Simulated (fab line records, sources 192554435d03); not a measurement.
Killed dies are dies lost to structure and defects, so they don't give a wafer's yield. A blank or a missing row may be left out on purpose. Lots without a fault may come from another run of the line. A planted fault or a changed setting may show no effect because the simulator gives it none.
Split-lot experiment | flow n5_finfet | 7 lots, 21 wafers read, on a route of 1938 steps

THE SPLIT
At N5_PASSIVATION_EXPOSE_41 (exposes mask PASS OPEN, defocus 0 nm, target cd 40000 nm), the setting dose_mj was moved away from the recipe's 57.25 on 8 of the 21 wafers read, by -6.0% to +7.4%. The other wafers ran this setting at the recipe's value.

FROM THE SPLIT TO THE READING: what the file shows between them, 3 steps
- N5_PASSIVATION_PEB_42
- N5_PASSIVATION_DEVELOP_43: develop time 60 s
- N5_PASSIVATION_HARDBAKE_45: time 120 s

THE READING
cd_nm, in nm, at N5_PASSIVATION_CD_MEAS_44 (target cd 40000 nm). Fault-free wafers of this fab line usually give 40001 nm, standard deviation 3.4 nm.

wafer  | tool, chamber at the split | dose_mj as run | against the recipe | cd_nm, nm | against lot-mates on the recipe
L079.1 | krf_scanner-02, 0          | 57.25          | recipe             | 40001     | -
L079.2 | krf_scanner-02, 0          | 60.59          | +5.8%              | 40023     | +24
L079.6 | krf_scanner-02, 0          | 57.25          | recipe             | 39998     | -
L078.1 | krf_scanner-01, 0          | 59.1           | +3.2%              | 40017     | no lot-mate on the recipe
L078.4 | krf_scanner-01, 0          | 59.1           | +3.2%              | 40017     | no lot-mate on the recipe
L078.5 | krf_scanner-01, 0          | 59.1           | +3.2%              | 40024     | no lot-mate on the recipe
L080.1 | krf_scanner-02, 0          | 57.25          | recipe             | 39997     | -
L080.2 | krf_scanner-02, 0          | 57.25          | recipe             | 40004     | -
L080.3 | krf_scanner-02, 0          | 57.25          | recipe             | 40005     | -
L082.2 | krf_scanner-01, 0          | 57.25          | recipe             | 40009     | -
L082.4 | krf_scanner-01, 0          | 57.25          | recipe             | 40005     | -
L082.6 | krf_scanner-01, 0          | 57.25          | recipe             | 40001     | -
L083.1 | krf_scanner-01, 0          | 57.25          | recipe             | 40000     | -
L083.5 | krf_scanner-01, 0          | 59.28          | +3.5%              | 40018     | +18
L083.6 | krf_scanner-01, 0          | 57.25          | recipe             | 40000     | -
L085.4 | krf_scanner-01, 0          | 61.48          | +7.4%              | 40026     | +22
L085.5 | krf_scanner-01, 0          | 57.25          | recipe             | 40004     | -
L085.6 | krf_scanner-01, 0          | 61.48          | +7.4%              | 40030     | +26
L097.2 | krf_scanner-01, 0          | 57.25          | recipe             | 39999     | -
L097.3 | krf_scanner-01, 0          | 53.79          | -6.0%              | 39974     | -25
L097.5 | krf_scanner-01, 0          | 57.25          | recipe             | 39999     | -

THE FIT
A straight line over all 21 wafers: cd_nm changes by +4.05 nm for each +1% of dose_mj; r = +0.96; the points scatter about the line by 3.9 nm.
The same after taking each lot's own level away (the mean of its wafers on the recipe; 18 wafers): +3.69 nm for each +1%; r = +0.97; scatter 2.9 nm.
On that fit, the largest move of dose_mj shifts the reading by 27 nm.
The lots' own levels span 39999.0 to 40005.0 nm, that is 1.8 times the standard deviation above.
So the lot-to-lot level changes the slope little: the two slopes agree.
Check: with one of the wafers moved furthest among these (+7.4%) left out of the fit, the line predicts +29.2 nm for it against its lot-mates. It came out at +22 nm against them.

THE WHOLE CHAIN: every reading that the file lists as answering this split, in the file's order
step                      | what it does       | reading            | change (the file's fit)                                                     | r (the file's)
N5_PASSIVATION_CD_MEAS_44 | target cd 40000 nm | cd_nm              | +3.84 nm for each +1% of the setting                                        | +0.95
N5_PASSIVATION_PROBE_49   |                    | killed_at_M0_to_M3 | not straight: 38 at the lowest setting, 33 at the recipe, 37 at the highest | not given

THE FILE'S OWN FIT
cd_nm changes by +3.84 nm for each +1% of dose_mj, r = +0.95.
